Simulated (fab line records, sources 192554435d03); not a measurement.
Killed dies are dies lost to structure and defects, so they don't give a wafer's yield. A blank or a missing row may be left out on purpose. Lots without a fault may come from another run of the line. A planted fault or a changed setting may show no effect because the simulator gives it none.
Chamber matching | flow n5_finfet | N5_BEOL_M11_ETCH_62 on rie_diel-06: 4 sister chambers
The step etches SOC in N2/H2, target depth 110 nm, overetch 22 nm, time 165 s. 7 wafers are shown with their chamber, then 7 later ones without.

WAFERS WITH THEIR CHAMBER
wafer  | chamber | throttle_valve_pct (%) | drypump_motor_current_A (A)
L080.1 | 0       | 18.10                  | 5.79
L082.1 | 0       | 18.08                  | 5.82
L082.6 | 3       | 18.11                  | 5.78
L087.1 | 2       | 17.63                  | 6.04
L087.6 | 3       | 18.13                  | 5.78
L090.2 | 1       | 17.42                  | 6.50
L090.5 | 1       | 17.42                  | 6.53

WAFERS WITHOUT THEIR CHAMBER
wafer  | throttle_valve_pct (%) | drypump_motor_current_A (A)
L090.6 | 17.64                  | 6.04
L092.2 | 17.71                  | 5.78
L092.3 | 18.14                  | 5.80
L092.5 | 17.45                  | 6.51
L096.3 | 18.14                  | 5.79
L096.5 | 17.72                  | 5.78
L096.6 | 17.46                  | 6.48

WHICH CHAMBER EACH WENT THROUGH
wafer  | from the rows above | in truth
L090.6 | 2                   | 2
L092.2 | 2                   | 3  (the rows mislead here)
L092.3 | 3                   | 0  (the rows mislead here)
L092.5 | 1                   | 1
L096.3 | 3                   | 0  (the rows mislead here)
L096.5 | 2                   | 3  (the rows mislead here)
L096.6 | 1                   | 1
Placed correctly: 3 of 7. Can't be placed from these rows: 0. Placed wrongly: 4.
How it was worked out, from the rows above alone: a wafer's distance from a chamber is the root of the sum, over the readings, of the square of ((its reading less the chamber's mean) divided by the reading's scatter). The wafer belongs to the nearest chamber; if the next one is less than 2 further off, it can't be placed. A chamber's mean is the mean of its shown wafers. The scatter: the root of (the sum of the squares of (reading less its chamber's mean) over the shown wafers, divided by (wafers less chambers)).
